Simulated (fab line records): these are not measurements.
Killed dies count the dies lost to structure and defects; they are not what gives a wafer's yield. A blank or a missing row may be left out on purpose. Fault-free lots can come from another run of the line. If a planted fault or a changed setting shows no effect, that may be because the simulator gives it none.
Struck lot and sound lot, side by side -- flow n5-finfet -- 37 out of 1938 route steps
Sound: the wafers L845.1, L845.4, L845.6. Struck: wafers L830.1, L830.2, L830.3. The cause is given at the end.
For every step that has rows: the tool of each side, followed by ch and its chambers, followed by its first start. Under that, the readings that differ: sound wafers -- struck wafers -- difference of the means -- sigmas: that difference in standard deviations of wafers without a fault.
alike: a reading whose means differ by less than 2 such deviations, as well as words and numbers matching on both sides. not compared: withheld readings; readings where some wafer has no value; bounds like >300 that might hide an equal value; numbers whose values overlap and for which the record gives no deviation.
Wherever a step has rows on one side only, a row that says differs or no value, or a row with sigmas, the two part there. Non-overlapping numbers with no deviation appear without sigmas and do not part them. A reading missing from all wafers of one side parts the sides only when that side holds two or more wafers.

first, 9 steps without rows for these wafers: N5_BEOL_M4_ANNEAL_95 (time 240 s); N5_BEOL_M4_SPUTTER_96 (material Cu, target thk 4.5 nm, time 8.29 s); N5_BEOL_M4_ECD_50 (material Cu, target thk 300 nm); N5_BEOL_M4_ANNEAL_51 (time 90 s); N5_BEOL_M4_CMP_52 (polishes, stops on SiOC, t overpolish 6.8 s, target thk 40 nm); N5_BEOL_M4_PRE_CLEAN_60 (time 15 s); N5_BEOL_M4_CO_CAP_55 (material Co, precursor CCTBA/H2, target thk 2 nm, time 102.1 s); N5_BEOL_M4_PRE_CLEAN_56 (time 15 s); N5_BEOL_M4_DEP_57 (deposits SiCN from 3MS/NH3, target thk 8 nm, time 14 s).
N5_BEOL_M4_RC_MEAS_101:
  sound on prober-01 ch 0, day 14 06:17; struck on prober-01 ch 0, day 10 04:49
  alike: DIBL_N, DIBL_P, IOFF_N, IOFF_P, ION_N, ION_P, SS_N, SS_P, VT_N, VT_P
then, 24 steps without rows for these wafers: N5_BEOL_M5_ILD_DEP_00 (deposits SiCOH lowk from DEMS/porogen, target thk 140.64 nm, time 25.9 s); N5_BEOL_M5_CURE_79 (cures SiCOH lowk, time 240 s); N5_BEOL_M5_PECVD_70 (deposits SiO2 from TEOS/O2, target thk 16 nm, time 18 s); N5_BEOL_M5_HM_DEP_02 (deposits TiN, target thk 20 nm); N5_BEOL_M5_COAT_59 (time 60 s, resist thk 60 nm); N5_BEOL_M5_COAT_60 (time 60 s, resist thk 12 nm); N5_BEOL_M5_COAT_71 (time 60 s, resist thk 5 nm); N5_BEOL_M5_COAT_05 (resist thk 30 nm); N5_BEOL_M5_EBR_07; N5_BEOL_M5_SOFTBAKE_06 (time 60 s); N5_BEOL_M5_EXPOSE_08 (exposes mask M5, target cd 28 nm); N5_BEOL_M5_PEB_09 (peb time 60 s); N5_BEOL_M5_DEVELOP_10 (develop time 30 s); N5_BEOL_M5_DESCUM_16 (chemistry O2, time 7 s); N5_BEOL_M5_ETCH_72 (etches underlayer in N2/H2, target depth 6.5 nm, time 5.2 s); N5_BEOL_M5_ETCH_61 (etches SiARC in CF4, target depth 15.6 nm, time 26 s); N5_BEOL_M5_ETCH_62 (etches SOC in N2/H2, target depth 75 nm, overetch 15 nm, time 112.5 s); N5_BEOL_M5_STRIP_63 (strips in N2/H2); N5_BEOL_M5_STRIP_73 (strips in N2/H2); N5_BEOL_M5_STRIP_64 (strips in CF4); N5_BEOL_M5_HM_OPEN_17 (chemistry Cl2/BCl3, target TiN, target depth 20 nm, overetch 6 nm); N5_BEOL_M5_STRIP_19 (strips in O2); N5_BEOL_M5_COAT_65 (time 60 s, resist thk 60 nm); N5_BEOL_M5_COAT_66 (time 60 s, resist thk 12 nm).
N5_BEOL_M6_ECD_50: material Cu, target thk 300 nm.
  sound on ecd-cu-01 ch 0, day 15 07:38; struck on ecd-cu-01 ch 0,1, day 11 03:07
N5_BEOL_M6_CMP_52: polishes, stops on SiCOH lowk, t overpolish 6.9 s, target thk 80 nm.
  sound on cmp-03 ch 0,3, day 15 08:22; struck on cmp-02 ch 0,1,3, day 11 03:47
reading,sound,struck,difference,sigmas
time-to-endpoint-s (s),60.9 67.6 68.8,3.1 3.5 4.2,-62.2,-25
  alike: clearing-platen-rpm, motor-current-A
-- here the record skips 4 days between the struck wafers' starts before and after, leaving off in module BEOL_M6 and picking up in module PASSIVATION (first step shown: number 1936 of the route) --
N5_PASSIVATION_PROBE_49:
  only the struck wafers here have rows in the record (prober-02, day 14 18:01); the sound ones have none

WHERE THEY PART
At N5_BEOL_M6_CMP_52 first; at N5_PASSIVATION_PROBE_49 last (within this record only).

WHY: what had been put in by the simulator
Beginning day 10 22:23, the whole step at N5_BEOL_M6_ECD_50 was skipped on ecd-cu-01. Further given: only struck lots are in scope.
